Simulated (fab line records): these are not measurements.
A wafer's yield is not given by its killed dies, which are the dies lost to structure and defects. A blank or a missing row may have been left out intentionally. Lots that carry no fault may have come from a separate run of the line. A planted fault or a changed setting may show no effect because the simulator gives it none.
A lot that was struck, set against a sound lot || flow nandHarc || 14 steps out of a route of 1302
Sound: these wafers, L882.4, L882.5, L882.6. Struck: wafers L875.1, L875.4 (left out: L875.5, a lot-mate that was not struck); the cause follows at the end.
At each step with rows: each side's tool, then ch and its chambers, then its first start. Under that, the readings that differ: sound wafers || struck wafers || difference of the means || sigmas: that difference in standard deviations of wafers without a fault.
alike: same words and numbers on both sides, and readings whose means sit less than 2 such deviations apart. not compared: any withheld reading, any reading some wafer has no value for, any bound like >300 that may hide the same value, and any number with overlapping values for which the record gives no deviation.
The two part at a step that has a row with sigmas, a row that says differs or no value, or rows on one side only. When numbers do not overlap yet have no deviation, they are printed without sigmas and do not part them. Lack of a reading on every wafer of one side parts them only where that side has two or more wafers.

first, 2 steps without rows for these wafers: NHARC_A_SOURCE_PLATE_SRD_01; NHARC_A_SOURCE_PLATE_OXIDE_02 (material SiO2, target thk 10 nm, ox time 1362 s).
NHARC_A_SOURCE_PLATE_THK_MEAS_09: measures by ellipsometry.
  sound on filmMetro-01, day 15 01:15; struck on filmMetro-02, day 11 18:49
  alike: thkNm
then, 3 steps without rows for these wafers: NHARC_A_SOURCE_PLATE_PVD_04 (deposits WSi2, target thk 50 nm); NHARC_A_SOURCE_PLATE_CVD_03 (deposits poly-Si, target thk 200 nm, time 4000 s); NHARC_A_SOURCE_PLATE_ANNEAL_05 (time 1800 s).
NHARC_A_SOURCE_PLATE_THK_MEAS_06: measures by ellipsometry.
  sound on filmMetro-01, day 15 14:53; struck on filmMetro-01, day 12 09:26
{"reading": "thkNm (nm)", "sound": "198.0 194.9 196.8", "struck": "206.4 201.1", "difference": "+7.2", "sigmas": "+4"}
NHARC_A_SOURCE_PLATE_INSPECT_08:
  sound on defectInspect-02, day 15 14:59; struck on defectInspect-01, day 12 09:30
  alike: rawDefectCount
next comes 1 step that has no rows for these wafers: NHARC_A_ONON_D1_DEP_00 (target thickness 1000 nm).
NHARC_A_ONON_D1_THK_MEAS_02: measures by ellipsometry.
  sound on filmMetro-01, day 15 15:34; struck on filmMetro-02, day 12 10:05
  alike: thkNm
NHARC_A_ONON_D1_DEP_03: target thk 1000 nm.
  sound on pecvdOnon-02 ch 0, day 15 15:48; struck on pecvdOnon-02 ch 0, day 12 10:08
NHARC_A_ONON_D1_THK_MEAS_05: measures by ellipsometry.
  sound on filmMetro-01, day 15 16:08; struck on filmMetro-01, day 12 10:39
{"reading": "thkNm (nm)", "sound": "992 990 988", "struck": "1489 1491", "difference": "+500", "sigmas": "+42"}
next comes 1 step that has no rows for these wafers: NHARC_A_ONON_D1_DEP_06 (target thickness 1000 nm).
-- jump in the record: it breaks off in module A_ONON_D1 and resumes in module END (first step shown: number 1302 of the route), and 17 days separate the struck wafers' starts before and after --
NHARC_END_SORT_01:
  only the struck wafers appear in the record here, on prober-02 ch 0 at day 29 08:04; the sound ones have no rows

WHERE THEY PART
Earliest at NHARC_A_SOURCE_PLATE_THK_MEAS_06; latest, in this record, at NHARC_END_SORT_01.

WHY: what the simulator had put in
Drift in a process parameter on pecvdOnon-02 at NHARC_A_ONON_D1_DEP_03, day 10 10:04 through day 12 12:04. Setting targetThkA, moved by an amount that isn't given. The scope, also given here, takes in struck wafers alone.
